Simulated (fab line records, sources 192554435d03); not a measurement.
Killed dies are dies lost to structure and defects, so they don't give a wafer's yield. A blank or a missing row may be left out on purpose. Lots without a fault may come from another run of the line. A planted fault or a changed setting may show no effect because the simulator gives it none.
Split-lot experiment | flow n5_finfet | 7 lots, 39 wafers read, on a route of 1938 steps

THE SPLIT
At N5_FIN_SAQP_ETCH_65 (etches SiO2 in CF4, target depth 4 nm, time 4.4 s), the setting time_s was moved away from the recipe's 4.4 s on 12 of the 39 wafers read, by -10.4% to +20.0%. The other wafers ran this setting at the recipe's value.

The reading is taken at the split's own step.

THE READING
etch.depth_nm (the simulator's own value, which no gauge read), in nm, at N5_FIN_SAQP_ETCH_65 (etches SiO2 in CF4, target depth 4 nm, time 4.4 s). The file gives no usual value for it. The 27 wafers here that ran the recipe average 3.942 nm, standard deviation 0.13 nm.

wafer  | tool, chamber at the split | time_s as run, s | against the recipe | etch.depth_nm, nm | against lot-mates on the recipe
L075.1 | rie_si-01, 0               | 4.4              | recipe             | 3.745             | -
L075.2 | rie_si-01, 1               | 4.4              | recipe             | 3.908             | -
L075.3 | rie_si-01, 2               | 4.4              | recipe             | 3.938             | -
L075.4 | rie_si-01, 3               | 4.4              | recipe             | 4.066             | -
L075.5 | rie_si-01, 0               | 4.4              | recipe             | 3.781             | -
L075.6 | rie_si-01, 1               | 4.4              | recipe             | 3.967             | -
L076.2 | rie_si-02, 2               | 4.4              | recipe             | 4.076             | -
L076.5 | rie_si-02, 3               | 4.4              | recipe             | 4.11              | -
L076.6 | rie_si-02, 0               | 4.4              | recipe             | 4.182             | -
L080.1 | rie_si-01, 0               | 4.4              | recipe             | 3.77              | -
L080.2 | rie_si-01, 1               | 4.4              | recipe             | 3.902             | -
L080.3 | rie_si-01, 2               | 4.4              | recipe             | 3.873             | -
L080.4 | rie_si-01, 3               | 4.4              | recipe             | 3.986             | -
L080.5 | rie_si-01, 3               | 4.4              | recipe             | 3.983             | -
L080.6 | rie_si-01, 0               | 4.4              | recipe             | 3.764             | -
L089.1 | rie_si-02, 2               | 3.944            | -10.4%             | 3.621             | -0.377
L089.2 | rie_si-02, 0               | 4.4              | recipe             | 4.132             | -
L089.3 | rie_si-02, 1               | 4.4              | recipe             | 3.804             | -
L089.4 | rie_si-02, 3               | 3.944            | -10.4%             | 3.695             | -0.303
L089.5 | rie_si-02, 2               | 4.4              | recipe             | 4.059             | -
L089.6 | rie_si-02, 3               | 3.944            | -10.4%             | 3.692             | -0.306
L092.1 | rie_si-02, 0               | 4.4              | recipe             | 4.11              | -
L092.2 | rie_si-02, 1               | 4.749            | +7.9%              | 4.088             | -0.018
L092.3 | rie_si-02, 2               | 4.749            | +7.9%              | 4.281             | +0.175
L092.4 | rie_si-02, 3               | 4.4              | recipe             | 4.108             | -
L092.5 | rie_si-02, 0               | 4.4              | recipe             | 4.099             | -
L092.6 | rie_si-02, 1               | 4.749            | +7.9%              | 4.091             | -0.015
L093.1 | rie_si-01, 1               | 5.279            | +20.0%             | 4.621             | +0.797
L093.2 | rie_si-01, 0               | 4.4              | recipe             | 3.721             | -
L093.3 | rie_si-01, 2               | 4.4              | recipe             | 3.893             | -
L093.4 | rie_si-01, 3               | 5.279            | +20.0%             | 4.616             | +0.792
L093.5 | rie_si-01, 3               | 4.4              | recipe             | 3.859             | -
L093.6 | rie_si-01, 0               | 5.279            | +20.0%             | 4.471             | +0.647
L097.1 | rie_si-03, 2               | 5.179            | +17.7%             | 4.762             | +0.899
L097.2 | rie_si-03, 1               | 5.179            | +17.7%             | 4.393             | +0.530
L097.3 | rie_si-03, 0               | 4.4              | recipe             | 3.855             | -
L097.4 | rie_si-03, 3               | 4.4              | recipe             | 3.888             | -
L097.5 | rie_si-03, 0               | 4.4              | recipe             | 3.845             | -
L097.6 | rie_si-03, 1               | 5.179            | +17.7%             | 4.345             | +0.482

THE FIT
A straight line over all 39 wafers: etch.depth_nm changes by +0.0303 nm for each +1% of time_s; r = +0.88; the points scatter about the line by 0.13 nm.
The same after taking each lot's own level away (the mean of its wafers on the recipe; 39 wafers): +0.0343 nm for each +1%; r = +0.92; scatter 0.12 nm.
On that fit, the largest move of time_s shifts the reading by 0.68 nm.
The lots' own levels span 3.8243 to 4.1227 nm, that is 2.2 times the standard deviation above.
So the lot-to-lot level changes the slope: the two fits differ.
Check: with one of the wafers moved furthest among these (+20.0%) left out of the fit, the line predicts +0.655 nm for it against its lot-mates. It came out at +0.797 nm against them.

OTHER SPLITS ON THESE WAFERS
These wafers also went through other splits before the reading. Each is held against what the fit with the lots' levels taken away leaves over:
other split on the same wafers     | wafers away from the commonest value | r with etch.depth_nm (lot level and that fit taken away)
N5_FIN_SAQP_HM_DEP_03 target_thk_a | 15                                   | -0.13

THE FILE'S OWN FIT
etch.depth_nm changes by +0.0339 nm for each +1% of time_s, r = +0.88.
